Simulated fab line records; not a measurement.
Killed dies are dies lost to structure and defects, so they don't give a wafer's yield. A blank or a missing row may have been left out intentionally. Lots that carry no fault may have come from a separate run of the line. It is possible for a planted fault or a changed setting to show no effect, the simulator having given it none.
Lot-split experiment | flow n5Finfet | route with 1938 steps; 7 lots, 39 wafers read

== THE SPLIT ITSELF ==
At N5_BEOL_M1_VIA_ETCH_34 (etches the open film in C4F6/O2, target depth 67.8 nm, time 64.4 s), the setting targetDepthA was moved away from the recipe's 678 angstrom on 12 of the 39 wafers read, by -46.9% to +47.2%. All remaining wafers had this setting at the recipe value.

The reading comes from the split's own step.

== THE READING ==
SOC_of_BEOL_M1_COAT_67.thkNm (the simulator's own value, which no gauge read), in nm, at N5_BEOL_M1_VIA_ETCH_34 (etches the open film in C4F6/O2, target depth 67.8 nm, time 64.4 s). The file does not state a usual value for it. Across the 27 wafers here that went through the recipe, the average is 52.2 nm and the standard deviation 0.21 nm.

wafer  | tool, chamber at the split | targetDepthA as run, angstrom | against the recipe | SOC_of_BEOL_M1_COAT_67.thkNm, nm | against lot-mates on the recipe
L074.1 | rieDiel-06, 3              | 678                           | recipe             | 52.6                             | -
L074.2 | rieDiel-06, 1              | 845.6                         | +24.7%             | 50.2                             | -2.3
L074.3 | rieDiel-06, 0              | 845.6                         | +24.7%             | 50.2                             | -2.3
L074.4 | rieDiel-06, 2              | 678                           | recipe             | 52.4                             | -
L074.5 | rieDiel-06, 2              | 845.6                         | +24.7%             | 50.6                             | -1.9
L074.6 | rieDiel-06, 3              | 678                           | recipe             | 52.4                             | -
L075.1 | rieDiel-06, 2              | 678                           | recipe             | 52.4                             | -
L075.2 | rieDiel-06, 3              | 386.4                         | -43.0%             | 55.6                             | +3.5
L075.3 | rieDiel-06, 0              | 386.4                         | -43.0%             | 55.6                             | +3.5
L075.4 | rieDiel-06, 1              | 678                           | recipe             | 52                               | -
L075.5 | rieDiel-06, 0              | 386.4                         | -43.0%             | 55.6                             | +3.5
L075.6 | rieDiel-06, 1              | 678                           | recipe             | 52                               | -
L082.1 | rieDiel-01, 3              | 678                           | recipe             | 52                               | -
L082.2 | rieDiel-01, 2              | 678                           | recipe             | 52                               | -
L082.3 | rieDiel-01, 1              | 678                           | recipe             | 52                               | -
L082.4 | rieDiel-01, 0              | 678                           | recipe             | 51.8                             | -
L082.5 | rieDiel-01, 1              | 678                           | recipe             | 52.2                             | -
L082.6 | rieDiel-01, 2              | 678                           | recipe             | 52                               | -
L083.1 | rieDiel-03, 3              | 998.2                         | +47.2%             | 48.4                             | -3.7
L083.2 | rieDiel-03, 2              | 678                           | recipe             | 52                               | -
L083.3 | rieDiel-03, 0              | 998.2                         | +47.2%             | 48.2                             | -3.9
L083.4 | rieDiel-03, 1              | 678                           | recipe             | 52.2                             | -
L083.5 | rieDiel-03, 2              | 998.2                         | +47.2%             | 48.2                             | -3.9
L083.6 | rieDiel-03, 1              | 678                           | recipe             | 52                               | -
L086.2 | rieDiel-01, 0              | 678                           | recipe             | 52                               | -
L086.3 | rieDiel-01, 1              | 678                           | recipe             | 52.2                             | -
L086.5 | rieDiel-01, 0              | 678                           | recipe             | 52.4                             | -
L094.1 | rieDiel-01, 2              | 678                           | recipe             | 52                               | -
L094.2 | rieDiel-01, 1              | 678                           | recipe             | 52.2                             | -
L094.3 | rieDiel-01, 3              | 678                           | recipe             | 52.4                             | -
L094.4 | rieDiel-01, 0              | 678                           | recipe             | 52.2                             | -
L094.5 | rieDiel-01, 2              | 678                           | recipe             | 52.4                             | -
L094.6 | rieDiel-01, 1              | 678                           | recipe             | 52.6                             | -
L097.1 | rieDiel-06, 0              | 360                           | -46.9%             | 55.8                             | +3.7
L097.2 | rieDiel-06, 3              | 360                           | -46.9%             | 56                               | +3.9
L097.3 | rieDiel-06, 2              | 360                           | -46.9%             | 56                               | +3.9
L097.4 | rieDiel-06, 1              | 678                           | recipe             | 52                               | -
L097.5 | rieDiel-06, 1              | 678                           | recipe             | 52.2                             | -
L097.6 | rieDiel-06, 2              | 678                           | recipe             | 52.2                             | -

THE FIT
A straight line over all 39 wafers: SOC_of_BEOL_M1_COAT_67.thkNm changes by -0.0803 nm for each +1% of targetDepthA; r = -0.99; the points scatter about the line by 0.2 nm.
The same after taking each lot's own level away (the mean of its wafers on the recipe; 39 wafers): -0.0812 nm for each +1%; r = -1.00; scatter 0.14 nm.
On that fit, the largest move of targetDepthA shifts the reading by 3.8 nm.
The lots' own levels span 52.00 to 52.47 nm, that is 2.3 times the standard deviation above.
The two slopes agree, so the slope changes little with the lot-to-lot level.
Check: with one of the wafers moved furthest among these (+47.2%) left out of the fit, the line predicts -3.87 nm for it against its lot-mates. It came out at -3.67 nm against them.

== ADDITIONAL SPLITS CARRIED BY THESE WAFERS ==
These wafers also went through other splits before the reading. Each is held against what the fit with the lots' levels taken away leaves over:
other split on the same wafers | wafers away from the commonest value | r with SOC_of_BEOL_M1_COAT_67.thkNm (lot level and that fit taken away)
N5_BEOL_M1_ETCH_64 timeS       | 12                                   | -0.03

== THE WHOLE CHAIN: every reading that the file lists as answering this split, in the file's order ==
step                   | what it does                                                       | reading                                                                       | change (the file's fit)                | r (the file's)
N5_BEOL_M1_VIA_ETCH_34 | etches the open film in C4F6/O2, target depth 67.8 nm, time 64.4 s | etch.depthNm (the simulator's own value, which no gauge read)                 | +0.689 nm for each +1% of the setting  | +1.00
N5_BEOL_M1_VIA_ETCH_34 | etches the open film in C4F6/O2, target depth 67.8 nm, time 64.4 s | SOC_of_BEOL_M1_COAT_67.thkNm (the simulator's own value, which no gauge read) | -0.0812 nm for each +1% of the setting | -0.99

== THE FILE'S OWN FIT ==
SOC_of_BEOL_M1_COAT_67.thkNm changes by -0.0812 nm for each +1% of targetDepthA, r = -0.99.
